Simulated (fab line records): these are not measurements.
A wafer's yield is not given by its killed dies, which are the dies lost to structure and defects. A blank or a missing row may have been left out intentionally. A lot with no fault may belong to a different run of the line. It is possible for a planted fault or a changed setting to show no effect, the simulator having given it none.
Which of the tools did it? | flow n5Finfet | 72 wafers from 24 lots sampled at 6 of the route's 1938 steps

## WHAT THE GAUGES READ, wafer by wafer
N5_HKMG_FIN_INSPECT_28: inspects for defects (darkfield).
lot  | measured     | on               | rawDefectCount
L074 | day 4 06:25  | defectInspect-02 | 39 44 37
L075 | day 4 13:29  | defectInspect-02 | 51 50 42
L076 | day 4 20:12  | defectInspect-02 | 37 55 71
L077 | day 5 01:39  | defectInspect-02 | 43 73 49
L078 | day 5 06:13  | defectInspect-01 | 62 55 34
L079 | day 5 13:36  | defectInspect-01 | 44 52 42
L080 | day 6 01:17  | defectInspect-02 | 30 52 23
L081 | day 6 01:48  | defectInspect-01 | 25 45 30
L082 | day 6 10:04  | defectInspect-01 | 62 38 46
L083 | day 6 11:31  | defectInspect-01 | 30 32 32
L084 | day 6 17:25  | defectInspect-01 | 25 14 25
L085 | day 7 01:07  | defectInspect-01 | 65 56 56
L086 | day 7 08:41  | defectInspect-01 | 23 45 43
L087 | day 7 13:51  | defectInspect-01 | 25 23 26
L088 | day 7 19:22  | defectInspect-02 | 37 15 27
L089 | day 8 01:22  | defectInspect-01 | 44 23 20
L090 | day 8 07:06  | defectInspect-02 | 40 41 35
L091 | day 8 11:35  | defectInspect-01 | 49 43 24
L092 | day 8 19:50  | defectInspect-01 | 21 56 25
L093 | day 9 00:10  | defectInspect-01 | 71 49 43
L094 | day 9 07:08  | defectInspect-02 | 70 44 66
L095 | day 9 12:49  | defectInspect-01 | 25 33 41
L096 | day 9 23:18  | defectInspect-02 | 33 32 44
L097 | day 10 02:15 | defectInspect-02 | 25 34 25

N5_GATE_CUT_THK_MEAS_24.
lot  | measured     | on           | GC_FILL_THK (nm)
L074 | day 4 13:20  | filmMetro-01 | 220.0 221.2 221.2
L075 | day 4 21:43  | filmMetro-01 | 216.7 219.1 219.7
L076 | day 5 03:02  | filmMetro-02 | 218.4 217.2 218.8
L077 | day 5 08:32  | filmMetro-02 | 219.0 221.2 219.1
L078 | day 5 12:33  | filmMetro-02 | 219.0 218.3 218.8
L079 | day 5 21:02  | filmMetro-01 | 219.1 219.4 220.1
L080 | day 6 07:46  | filmMetro-01 | 217.6 216.4 218.0
L081 | day 6 09:05  | filmMetro-01 | 219.4 219.7 218.4
L082 | day 6 16:25  | filmMetro-02 | 219.8 219.2 222.9
L083 | day 6 18:54  | filmMetro-02 | 218.2 218.5 224.5
L084 | day 7 00:04  | filmMetro-02 | 218.1 222.5 221.7
L085 | day 7 07:30  | filmMetro-01 | 216.5 219.0 220.3
L086 | day 7 15:34  | filmMetro-01 | 217.9 220.0 220.1
L087 | day 7 20:32  | filmMetro-01 | 218.3 222.6 220.3
L088 | day 8 02:38  | filmMetro-02 | 218.8 217.3 220.0
L089 | day 8 08:02  | filmMetro-02 | 221.4 217.8 221.7
L090 | day 8 13:39  | filmMetro-02 | 218.9 218.5 224.3
L091 | day 8 18:25  | filmMetro-01 | 216.3 218.1 219.2
L092 | day 9 02:18  | filmMetro-01 | 219.0 219.5 221.1
L093 | day 9 06:56  | filmMetro-01 | 220.8 219.4 222.2
L094 | day 9 13:35  | filmMetro-01 | 220.2 220.4 222.4
L095 | day 9 19:20  | filmMetro-02 | 220.0 221.5 221.5
L096 | day 10 05:58 | filmMetro-02 | 220.0 218.1 221.1
L097 | day 10 08:56 | filmMetro-01 | 220.3 219.8 221.6

N5_MOL_CONTACT_COAG_OVL_MEAS_09.
lot  | measured     | on         | CA_OVL (nm)
L074 | day 4 14:29  | overlay-01 | 2.8 1.9 1.7
L075 | day 4 22:55  | overlay-02 | 1.1 -0.1 -0.7
L076 | day 5 04:07  | overlay-01 | 1.1 0.8 0.9
L077 | day 5 09:37  | overlay-01 | 1.0 1.1 1.3
L078 | day 5 13:38  | overlay-01 | 0.4 1.2 1.7
L079 | day 5 22:16  | overlay-01 | -0.5 1.1 0.4
L080 | day 6 08:58  | overlay-01 | -0.4 1.2 0.4
L081 | day 6 10:10  | overlay-01 | 0.6 -0.3 0.3
L082 | day 6 17:29  | overlay-01 | 0.2 -0.2 0.5
L083 | day 6 20:06  | overlay-01 | -0.2 1.0 1.6
L084 | day 7 01:08  | overlay-01 | 0.5 -0.3 2.2
L085 | day 7 08:41  | overlay-02 | 0.8 1.1 1.0
L086 | day 7 16:46  | overlay-01 | 0.1 0.8 -0.2
L087 | day 8 03:53  | overlay-02 | 0.8 0.9 0.5
L088 | day 8 03:55  | overlay-01 | 0.8 1.2 0.8
L089 | day 8 09:05  | overlay-02 | 0.9 1.2 1.6
L090 | day 8 14:44  | overlay-02 | 1.5 1.1 1.5
L091 | day 8 19:31  | overlay-02 | 0.4 -0.1 0.9
L092 | day 9 03:31  | overlay-02 | 0.7 0.0 0.2
L093 | day 9 08:08  | overlay-02 | 1.5 -0.3 0.4
L094 | day 9 14:40  | overlay-02 | 1.8 2.4 0.7
L095 | day 9 20:25  | overlay-01 | 0.5 0.0 0.1
L096 | day 10 07:02 | overlay-01 | 1.0 0.7 0.8
L097 | day 10 10:07 | overlay-01 | -0.1 0.1 0.6

N5_MOL_CONTACT_COAG_INSPECT_10: inspects for defects (brightfield).
lot  | measured     | on               | rawDefectCount
L074 | day 4 14:31  | defectInspect-02 | 52 71 63
L075 | day 4 22:58  | defectInspect-02 | 49 45 43
L076 | day 5 04:10  | defectInspect-02 | 75 82 42
L077 | day 5 09:40  | defectInspect-02 | 102 107 45
L078 | day 5 13:41  | defectInspect-02 | 37 42 39
L079 | day 5 22:19  | defectInspect-02 | 98 155 106
L080 | day 6 09:01  | defectInspect-01 | 52 67 57
L081 | day 6 10:13  | defectInspect-02 | 172 137 81
L082 | day 6 17:33  | defectInspect-01 | 79 61 93
L083 | day 6 20:10  | defectInspect-02 | 70 35 90
L084 | day 7 01:11  | defectInspect-01 | 52 44 58
L085 | day 7 08:45  | defectInspect-02 | 98 91 149
L086 | day 7 16:49  | defectInspect-01 | 47 36 45
L087 | day 8 03:56  | defectInspect-02 | 79 45 46
L088 | day 8 03:58  | defectInspect-02 | 45 70 95
L089 | day 8 09:09  | defectInspect-02 | 42 48 53
L090 | day 8 14:47  | defectInspect-01 | 76 65 80
L091 | day 8 19:34  | defectInspect-02 | 127 108 85
L092 | day 9 03:34  | defectInspect-01 | 53 39 45
L093 | day 9 08:12  | defectInspect-01 | 121 53 118
L094 | day 9 14:43  | defectInspect-02 | 49 37 43
L095 | day 9 20:28  | defectInspect-02 | 78 46 138
L096 | day 10 07:05 | defectInspect-02 | 24 44 41
L097 | day 10 10:11 | defectInspect-01 | 60 66 120

## TOOL THAT RAN EACH LOT (tool first, then ch and the chambers of the sampled wafers, then the start)
lot  | N5_HKMG_FIN_ETCHBACK_68          | N5_GATE_CUT_ETCH_19
L074 | rieMetal-01 ch 0,1, day 4 04:37  | rieDiel-06 ch 0,1,3, day 4 10:25
L075 | rieMetal-01 ch 0,1, day 4 11:43  | rieDiel-03 ch 0,1,2, day 4 19:22
L076 | rieMetal-03 ch 0,1, day 4 18:26  | rieDiel-03 ch 0,1,2, day 5 00:43
L077 | rieMetal-01 ch 0,1, day 4 23:53  | rieDiel-06 ch 0,2, day 5 06:11
L078 | rieMetal-03 ch 0,1, day 5 04:26  | rieDiel-06 ch 0,3, day 5 10:13
L079 | rieMetal-02 ch 0,1, day 5 11:48  | rieDiel-06 ch 1,2,3, day 5 18:02
L080 | rieMetal-03 ch 1, day 5 23:31    | rieDiel-05 ch 0,2,3, day 6 05:25
L081 | rieMetal-03 ch 0,1, day 6 00:04  | rieDiel-06 ch 1,3, day 6 06:26
L082 | rieMetal-02 ch 0,1, day 6 08:18  | rieDiel-03 ch 0,1,3, day 6 14:05
L083 | rieMetal-01 ch 0,1, day 6 09:38  | rieDiel-06 ch 2,3, day 6 16:17
L084 | rieMetal-03 ch 0, day 6 15:32    | rieDiel-06 ch 0,1,2, day 6 21:43
L085 | rieMetal-03 ch 0, day 6 23:00    | rieDiel-03 ch 0,2, day 7 05:07
L086 | rieMetal-03 ch 0,1, day 7 06:58  | rieDiel-05 ch 0,2,3, day 7 13:14
L087 | rieMetal-03 ch 0,1, day 7 12:07  | rieDiel-05 ch 2,3, day 7 18:12
L088 | rieMetal-02 ch 0,1, day 7 17:35  | rieDiel-06 ch 1,2,3, day 7 23:53
L089 | rieMetal-03 ch 0,1, day 7 23:35  | rieDiel-06 ch 0,1,2, day 8 05:41
L090 | rieMetal-03 ch 0,1, day 8 05:18  | rieDiel-06 ch 1,2,3, day 8 11:14
L091 | rieMetal-03 ch 0,1, day 8 09:52  | rieDiel-05 ch 0,3, day 8 15:34
L092 | rieMetal-03 ch 0,1, day 8 18:02  | rieDiel-05 ch 0,3, day 8 23:57
L093 | rieMetal-01 ch 0,1, day 8 22:24  | rieDiel-03 ch 0,2, day 9 04:37
L094 | rieMetal-03 ch 0,1, day 9 05:21  | rieDiel-06 ch 0,1,2, day 9 11:15
L095 | rieMetal-01 ch 0,1, day 9 11:03  | rieDiel-05 ch 0,3, day 9 16:48
L096 | rieMetal-02 ch 0, day 9 21:31    | rieDiel-03 ch 1,3, day 10 03:17
L097 | rieMetal-02 ch 0,1, day 10 00:29 | rieDiel-03 ch 1,2,3, day 10 06:36
- N5_HKMG_FIN_ETCHBACK_68: etches the open film in Cl2/Ar, stops on HfO2, target depth 0.5 nm.
- N5_GATE_CUT_ETCH_19: etches SiNx in CH3F/O2, target depth 53.7 nm, time 76.7 s.

## WHAT THE TOOLS THEMSELVES READ (means of the sampled wafers that have a number; where no wafer has one, the mark that the record gives instead)
N5_HKMG_FIN_ETCHBACK_68.
lot  | tool        | chamberPressureMTorr (mTorr) | drypumpMotorCurrentA (A) | heBacksideLeakSccm (sccm) | mfcCl2Sccm (sccm) | oesProductAu (a.u.) | throttleValvePct (%)
L074 | rieMetal-01 | 10.002                       | 5.5                      | 3.44                      | 39.96             | 0.68                | 21.08
L075 | rieMetal-01 | 9.995                        | 5.7                      | 3.49                      | 40.12             | 0.65                | 21.00
L076 | rieMetal-03 | 9.993                        | 5.8                      | 3.17                      | 40.05             | 0.69                | 21.06
L077 | rieMetal-01 | 10.004                       | 5.7                      | 3.25                      | 39.98             | 0.65                | 21.01
L078 | rieMetal-03 | 9.997                        | 5.8                      | 3.21                      | 40.04             | 0.68                | 21.06
L079 | rieMetal-02 | 10.004                       | 5.4                      | 3.22                      | 40.11             | 0.74                | 20.55
L080 | rieMetal-03 | 9.998                        | 5.5                      | 3.27                      | 40.08             | 0.57                | 21.15
L081 | rieMetal-03 | 9.993                        | 5.7                      | 3.36                      | 39.95             | 0.58                | 21.18
L082 | rieMetal-02 | 10.003                       | 5.3                      | 3.28                      | 39.99             | 0.80                | 20.56
L083 | rieMetal-01 | 9.997                        | 5.7                      | 3.40                      | 40.00             | 0.64                | 21.01
L084 | rieMetal-03 | 9.999                        | 6.0                      | 3.14                      | 39.88             | 0.73                | 21.03
L085 | rieMetal-03 | 10.001                       | 5.9                      | 3.09                      | 40.11             | 0.72                | 21.03
L086 | rieMetal-03 | 9.992                        | 5.8                      | 3.21                      | 39.93             | 0.80                | 20.94
L087 | rieMetal-03 | 10.000                       | 5.7                      | 3.16                      | 40.08             | 0.85                | 20.88
L088 | rieMetal-02 | 10.008                       | 5.4                      | 3.22                      | 40.02             | 0.73                | 20.56
L089 | rieMetal-03 | 9.996                        | 5.7                      | 3.25                      | 40.16             | 0.87                | 20.84
L090 | rieMetal-03 | 9.994                        | 5.7                      | 3.18                      | 40.03             | 0.86                | 20.85
L091 | rieMetal-03 | 9.998                        | 5.7                      | 3.07                      | 39.90             | 0.86                | 20.85
L092 | rieMetal-03 | 10.004                       | 5.7                      | 3.11                      | 39.97             | 0.86                | 20.83
L093 | rieMetal-01 | 10.003                       | 5.5                      | 3.49                      | 39.98             | 0.66                | 21.12
L094 | rieMetal-03 | 10.010                       | 5.7                      | 2.99                      | 40.04             | 0.85                | 20.86
L095 | rieMetal-01 | 9.993                        | 5.7                      | 3.26                      | 39.88             | 0.62                | 21.05
L096 | rieMetal-02 | 10.001                       | 5.1                      | 3.49                      | 39.83             | 0.83                | 20.56
L097 | rieMetal-02 | 9.995                        | 5.4                      | 3.28                      | 39.95             | 0.72                | 20.58

N5_GATE_CUT_ETCH_19.
lot  | tool       | O2_flow_sccm (sccm) | chamberPressureMTorr (mTorr) | drypumpMotorCurrentA (A) | etchRfOnTimeS (s) | oes_o_777_au (a.u.) | oesProductAu (a.u.) | rfVppV (V) | showerheadPlenumPTorr (Torr) | throttleValvePct (%)
L074 | rieDiel-06 | 19.99               | 30.010                       | 5.7                      | 75.5              | 0.79                | 0.68                | 300        | 2.01                         | 16.24
L075 | rieDiel-03 | 19.99               | 30.015                       | 5.7                      | 75.9              | 0.84                | 0.71                | 297        | 1.96                         | 16.06
L076 | rieDiel-03 | 19.91               | 30.002                       | 5.7                      | 75.5              | 0.83                | 0.71                | 297        | 1.96                         | 16.06
L077 | rieDiel-06 | 20.07               | 29.994                       | 6.0                      | 76.7              | 0.81                | 0.68                | 294        | 2.04                         | 16.36
L078 | rieDiel-06 | 20.00               | 29.986                       | 5.8                      | 76.3              | 0.77                | 0.66                | 301        | 2.08                         | 16.17
L079 | rieDiel-06 | 19.98               | 29.987                       | 5.7                      | 77.0              | 0.79                | 0.68                | 297        | 1.99                         | 16.39
L080 | rieDiel-05 | 20.00               | 30.020                       | 5.5                      | 77.8              | 0.82                | 0.68                | 296        | 2.02                         | 16.31
L081 | rieDiel-06 | 19.95               | 30.016                       | 5.6                      | 76.2              | 0.78                | 0.68                | 301        | 1.93                         | 16.34
L082 | rieDiel-03 | 20.03               | 29.999                       | 5.3                      | 76.0              | 0.84                | 0.71                | 294        | 2.02                         | 16.17
L083 | rieDiel-06 | 20.02               | 30.019                       | 5.8                      | 78.4              | 0.76                | 0.65                | 299        | 2.07                         | 16.39
L084 | rieDiel-06 | 20.02               | 30.006                       | 5.8                      | 74.9              | 0.80                | 0.68                | 298        | 1.98                         | 16.32
L085 | rieDiel-03 | 20.03               | 29.997                       | 5.7                      | 75.9              | 0.76                | 0.65                | 304        | 1.97                         | 16.12
L086 | rieDiel-05 | 20.04               | 30.009                       | 5.5                      | 77.2              | 0.80                | 0.68                | 297        | 2.01                         | 16.32
L087 | rieDiel-05 | 19.95               | 29.978                       | 5.7                      | 76.9              | 0.81                | 0.69                | 300        | 2.02                         | 16.25
L088 | rieDiel-06 | 19.95               | 29.986                       | 5.7                      | 76.9              | 0.78                | 0.66                | 297        | 1.98                         | 16.41
L089 | rieDiel-06 | 20.00               | 30.000                       | 5.8                      | 76.3              | 0.79                | 0.66                | 296        | 1.98                         | 16.35
L090 | rieDiel-06 | 20.02               | 29.996                       | 5.8                      | 76.5              | 0.77                | 0.67                | 299        | 1.98                         | 16.42
L091 | rieDiel-05 | 19.93               | 29.996                       | 5.9                      | 78.7              | 0.76                | 0.64                | 298        | 1.99                         | 16.35
L092 | rieDiel-05 | 19.99               | 29.983                       | 5.8                      | 79.0              | 0.74                | 0.62                | 295        | 1.99                         | 16.42
L093 | rieDiel-03 | 19.97               | 30.040                       | 5.9                      | 75.5              | 0.75                | 0.64                | 301        | 1.94                         | 16.11
L094 | rieDiel-06 | 19.97               | 29.998                       | 5.8                      | 76.4              | 0.78                | 0.66                | 296        | 1.97                         | 16.35
L095 | rieDiel-05 | 20.00               | 29.994                       | 5.8                      | 78.8              | 0.74                | 0.62                | 296        | 1.98                         | 16.43
L096 | rieDiel-03 | 20.03               | 30.022                       | 5.2                      | 77.9              | 0.82                | 0.70                | 288        | 2.06                         | 16.28
L097 | rieDiel-03 | 19.96               | 30.011                       | 5.5                      | 76.2              | 0.81                | 0.69                | 292        | 1.99                         | 16.20

## THE ANSWER, worked out from the rows above alone
Rule: usual is defined by the lots themselves. The widest of any qualifying gaps counts: lots, ordered by their means at a reading, are off when they make up no more than a third of the lots, leave a main group of 4 or more, and stand apart from it by 3 or more times the standard deviation of that group's means. Not used: any main group whose means are identical at the precision the tables above print for the reading. A lot without any number at a reading at which 4 lots or more have one is off too. All remaining lots with rows at the step are treated as sound. After the gauges, taken in route order, come the tools' own readings; for these a lot's mean is taken, as printed above. At the first step where some lot is off, the reading lying furthest off is the one used; lots without a number count as furthest.
None of the lots is off at any reading shown; this tells nothing.

## WHAT HAD BEEN PUT IN BY THE SIMULATOR
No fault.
